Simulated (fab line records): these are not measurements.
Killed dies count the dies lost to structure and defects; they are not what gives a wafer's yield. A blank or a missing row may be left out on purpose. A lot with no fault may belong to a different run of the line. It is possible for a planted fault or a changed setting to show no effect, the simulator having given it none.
Struck lot and sound lot, side by side :: flow n5Finfet :: 38 steps out of a route of 1938
Sound: the wafers L506.3, L506.4, L506.6. Struck: wafer L514.3 (L514.2, L514.6, from the same lot, were not struck and are left out); the cause is given at the end.
Each step with rows lists, per side, the tool, then ch with its chambers, then its first start. Under that, the readings that differ: sound wafers :: struck wafers :: difference of the means :: sigmas: that difference in standard deviations of wafers without a fault.
alike: same words and numbers on both sides, and readings whose means sit less than 2 such deviations apart. not compared: any withheld reading, any reading some wafer has no value for, any bound like >300 that may hide the same value, and any number with overlapping values for which the record gives no deviation.
The two part at a step that has a row with sigmas, a row that says differs or no value, or rows on one side only. When numbers do not overlap yet have no deviation, they are printed without sigmas and do not part them. Lack of a reading on every wafer of one side parts them only where that side has two or more wafers.

first, 9 steps without rows for these wafers: N5_FIN_CUT_COAT_02 (resist thk 30 nm); N5_FIN_CUT_EBR_04; N5_FIN_CUT_SOFTBAKE_03 (time 60 s); N5_FIN_CUT_EXPOSE_05 (exposes mask FIN CUT); N5_FIN_CUT_PEB_06 (peb time 60 s); N5_FIN_CUT_DEVELOP_07 (develop time 30 s); N5_FIN_CUT_DESCUM_13 (chemistry O2, time 7 s); N5_FIN_CUT_ETCH_30 (etches underlayer in N2/H2, target depth 13 nm, time 10.4 s); N5_FIN_CUT_ETCH_20 (etches SiARC in CF4, target depth 26 nm, time 43.3 s).
N5_FIN_CUT_ETCH_21: etches SOC in N2/H2, target depth 219 nm, overetch 43.8 nm, time 523.5 s.
  sound on rieDiel-05 ch 1,2,3, day 2 22:35; struck on rieDiel-05 ch 2, day 4 22:25
reading: model.SiARC_of_FIN_CUT_COAT_19.thkNm (nm)
sound: 11.6 11.6 12.2
struck: 7
difference: -5
sigmas: 

reading: model.FIN_CUT.cdOffsetNm (nm)
sound: 0 0 -0.8
struck: 3.2
difference: +3.5
sigmas: 
  alike: drypumpMotorCurrentA, oesProductAu, rfVppV, showerheadPlenumPTorr, throttleValvePct
  not compared: rfHoursCounterH
then, 7 steps without rows for these wafers: N5_FIN_CUT_STRIP_23 (strips in N2/H2); N5_FIN_CUT_STRIP_31 (strips in N2/H2); N5_FIN_CUT_STRIP_24 (strips in CF4); N5_FIN_CUT_CUT_ETCH_26 (etches SiNx in CH3F/O2, target depth 39 nm, time 55.7 s); N5_FIN_CUT_CUT_ETCH_27 (etches SiO2 in CHF3/O2, target depth 4 nm, overetch 2 nm, time 4.9 s); N5_FIN_CUT_PRECLEAN_35 (cleans in vHF, time 13.3 s); N5_FIN_CUT_CUT_ETCH_15 (etches Si in HBr/Cl2/O2, target depth 100 nm, bt time 10 s, time 42.4 s).
N5_FIN_CUT_CUT_ETCH_28: etches Si in HBr/Cl2/O2, target depth 6 nm, time 2.4 s.
  sound on rieSi-02 ch 2,3, day 2 23:11; struck on rieSi-06 ch 0, day 4 23:13
reading: oesProductAu (a.u.)
sound: 0.990 0.979 0.980
struck: 1.012
difference: +0.029
sigmas: +2

reading: model.FIN_CUT.cdOffsetNm (nm)
sound: 0 -0.6 -1
struck: 3.2
difference: +3.7
sigmas: 
  alike: drypumpMotorCurrentA, throttleValvePct
  not compared: rfHoursCounterH
then, 19 steps without rows for these wafers: N5_FIN_CUT_STRIP_22 (strips in N2/H2); N5_FIN_CUT_PRECLEAN_36 (cleans in O3/DIW, time 60 s); N5_FIN_CUT_SRD_32 (time 30 s); N5_FIN_CUT_UV_OZONE_34 (time 120 s); N5_STI_FIN_REVEAL_ALD_00 (deposits SiO2, target thk 1 nm, pulse time 1 s); N5_STI_FIN_REVEAL_ALD_14 (deposits Si3N4, target thk 3 nm); N5_STI_FIN_REVEAL_FCVD_FILL_01 (material SiO2 flowable, target thk 312 nm, time 512.2 s); N5_STI_FIN_REVEAL_DENSIFY_02 (time 1800 s); N5_STI_FIN_REVEAL_CMP_04 (polishes, stops on Si3N4, t overpolish 4 s, target thk 131.83 nm); N5_STI_FIN_REVEAL_DENSIFY_30; N5_STI_FIN_REVEAL_ETCHBACK_08 (etches SiO2 in C4F6/O2, target depth 30.5 nm, time 10.167 s); N5_STI_FIN_REVEAL_STRIP_24 (strips in N2/H2, time 90 s); N5_STI_FIN_REVEAL_PRECLEAN_25 (cleans in SPM, time 90 s); N5_STI_FIN_REVEAL_PRECLEAN_26 (cleans in SC1, time 45 s); N5_STI_FIN_REVEAL_PRECLEAN_29 (cleans in DHF, time 30 s); N5_STI_FIN_REVEAL_SRD_12 (time 30 s); N5_STI_FIN_REVEAL_RECESS_09 (chemistry HF/NH3, target SiO2, afs cycles 11, target depth 42.5 nm, sublimation time 60 s); N5_STI_FIN_REVEAL_STRIP_16 (strips SiNx in H3PO4, target depth 23.8 nm); N5_STI_FIN_REVEAL_PRECLEAN_17 (cleans in NF3:NH3, afs cycles 1, time 20 s, sublimation time 60 s).
-- a jump in the record: the struck wafers' starts before and after are 12 days apart (it breaks off in module STI_FIN_REVEAL and resumes in module PASSIVATION, where the first step shown is number 1936 of the route) --
N5_PASSIVATION_PROBE_49:
  sound on prober-01 at day 14 11:56; struck on prober-02 at day 17 06:42
reading: defectLimitedYield (%)
sound: 90.2 90.9 90.6
struck: 86.4
difference: -4.2
sigmas: -3

reading: killedAtContacts
sound: 11 22 20
struck: 5
difference: -13
sigmas: -2

reading: killedAtFrontEnd
sound: 62 48 43
struck: 105
difference: +54
sigmas: +4

reading: killedDies
sound: 116 107 111
struck: 160
difference: +49
sigmas: +3

reading: killedOnRim
sound: 8 10 16
struck: 38
difference: +27
sigmas: +6

reading: sortNPass
sound: 1064 1073 1069
struck: 1020
difference: -49
sigmas: -3

reading: sortYieldPct (%)
sound: 90.2 90.9 90.6
struck: 86.4
difference: -4.2
sigmas: -3
  alike: killed_at_M0_to_M3, killed_at_M4_up, killedAtOther, killedOpen, killedShort, sort_bin_5_function, sort_bin_6_memory, sort_bin_8_speed

## WHERE THEY PART
First at N5_FIN_CUT_CUT_ETCH_28; last, within this record, at N5_PASSIVATION_PROBE_49.

WHY: whatever the simulator had introduced
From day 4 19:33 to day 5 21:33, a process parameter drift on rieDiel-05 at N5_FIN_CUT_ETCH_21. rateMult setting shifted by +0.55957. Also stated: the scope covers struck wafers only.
